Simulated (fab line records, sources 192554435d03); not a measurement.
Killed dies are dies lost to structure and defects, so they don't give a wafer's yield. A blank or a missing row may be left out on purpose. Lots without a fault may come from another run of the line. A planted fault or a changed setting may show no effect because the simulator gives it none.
A struck lot beside a sound one | flow n5_finfet | 19 steps out of a route of 1938
Sound: wafers L862.1, L862.5, L862.6. Struck: wafer L877.5. (L877.4, L877.6 of the same lot were not struck and are left out.) The cause comes at the end.
At each step with rows: each side's tool, then ch and its chambers, then its first start. Under that, the readings that differ: sound wafers | struck wafers | difference of the means | sigmas: that difference in standard deviations of wafers without a fault.
alike: readings whose means differ by less than 2 such deviations, and words and numbers that are the same on both sides. not compared: withheld readings, readings that some wafer has no value for, bounds like >300 that may hide the same value, and numbers for which the record gives no deviation and whose values overlap.
The two part at a step that has a row with sigmas, a row that says differs or no value, or rows on one side only. Numbers that don't overlap but have no deviation are shown without sigmas and don't part them. A reading that every wafer of one side lacks parts them only if that side has two wafers or more.

first, 9 steps without rows for these wafers: N5_SD_EPI_N_COAT_33 (time 60 s, resist thk 35 nm); N5_SD_EPI_N_COAT_03 (resist thk 150 nm); N5_SD_EPI_N_EBR_05; N5_SD_EPI_N_SOFTBAKE_04 (time 60 s); N5_SD_EPI_N_EXPOSE_06 (exposes mask SD N BLK, target cd 120 nm); N5_SD_EPI_N_PEB_07 (peb time 60 s); N5_SD_EPI_N_DEVELOP_08 (develop time 30 s); N5_SD_EPI_N_DESCUM_14 (chemistry O2, time 7.9 s); N5_SD_EPI_N_ETCH_34 (etches SiARC in CF4, target depth 45.5 nm, time 75.8 s).
N5_SD_EPI_N_ETCH_35: etches SOC in N2/H2, overetch 108 nm, time 486 s.
  sound on rie_diel-04 ch 0,1,2, day 3 01:16; struck on rie_diel-04 ch 1, day 6 21:20
  reading                                     | sound           | struck | difference | sigmas
  model.SD_EPI_N.cd_nm (nm)                   | 119.2 120.2 120 | 125.8  | +6.0       |
  model.SiARC_of_SD_EPI_N_COAT_33.thk_nm (nm) | 19.6 19.6 19.6  | 13.8   | -5.8       |
  alike: drypump_motor_current_A, oes_product_au, rf_vpp_V, showerhead_plenum_p_Torr, throttle_valve_pct
  not compared: rf_hours_counter_h
then, 3 steps without rows for these wafers: N5_SD_EPI_N_STRIP_36 (strips in N2/H2); N5_SD_EPI_N_ETCHBACK_44 (etches SiNx in CH3F/O2, stops on SiO2, target depth 14.5 nm); N5_SD_EPI_N_ETCH_45 (etches SiOCN in CH3F/O2, target depth 6 nm).
N5_SD_EPI_N_ETCH_16: etches SiO2 in CHF3/O2, target depth 5 nm.
  sound on rie_diel-04 ch 0,1,2, day 3 01:47; struck on rie_diel-04 ch 1, day 6 21:44
  reading                                     | sound        | struck | difference | sigmas
  model.SiARC_of_SD_EPI_N_COAT_33.thk_nm (nm) | 12.2 12.4 12 | 6.4    | -5.8       |
  alike: CHF3_flow_sccm, drypump_motor_current_A, oes_product_au, rf_vpp_V, showerhead_plenum_p_Torr, throttle_valve_pct
  not compared: rf_hours_counter_h
then, 1 step without rows for these wafers: N5_SD_EPI_N_STRIP_47 (strips in CHF3/O2).
N5_SD_EPI_N_SD_RECESS_17: chemistry HBr/Cl2/O2, target depth 41 nm, time 23.7 s, bt time 3 s.
  sound on rie_si-04 ch 1,2,3, day 3 01:52; struck on rie_si-02 ch 0, day 6 21:47
  reading                   | sound           | struck | difference | sigmas
  model.SD_EPI_N.cd_nm (nm) | 119 120.2 119.8 | 125.8  | +6.1       |
  alike: drypump_motor_current_A, oes_product_au, throttle_valve_pct
  not compared: rf_hours_counter_h
then, 1 step without rows for these wafers: N5_SD_EPI_N_STRIP_38 (strips in N2/H2).
-- the record jumps here: 5 days lie between the struck wafers' starts before and after (it left off in module SD_EPI_N and takes up again in module BEOL_M4, whose first step shown is number 1111 of the route) --
N5_BEOL_M4_RC_MEAS_101:
  sound on prober-02 ch 0, day 8 03:52; struck on prober-02 ch 0, day 11 22:06
  alike: DIBL_N, DIBL_P, IOFF_N, IOFF_P, ION_N, ION_P, SS_N, SS_P, VT_N, VT_P
then, 1 step without rows for these wafers: N5_PASSIVATION_PROBE_49.

WHERE THEY PART
Nowhere in this record.

WHY: what the simulator had put in
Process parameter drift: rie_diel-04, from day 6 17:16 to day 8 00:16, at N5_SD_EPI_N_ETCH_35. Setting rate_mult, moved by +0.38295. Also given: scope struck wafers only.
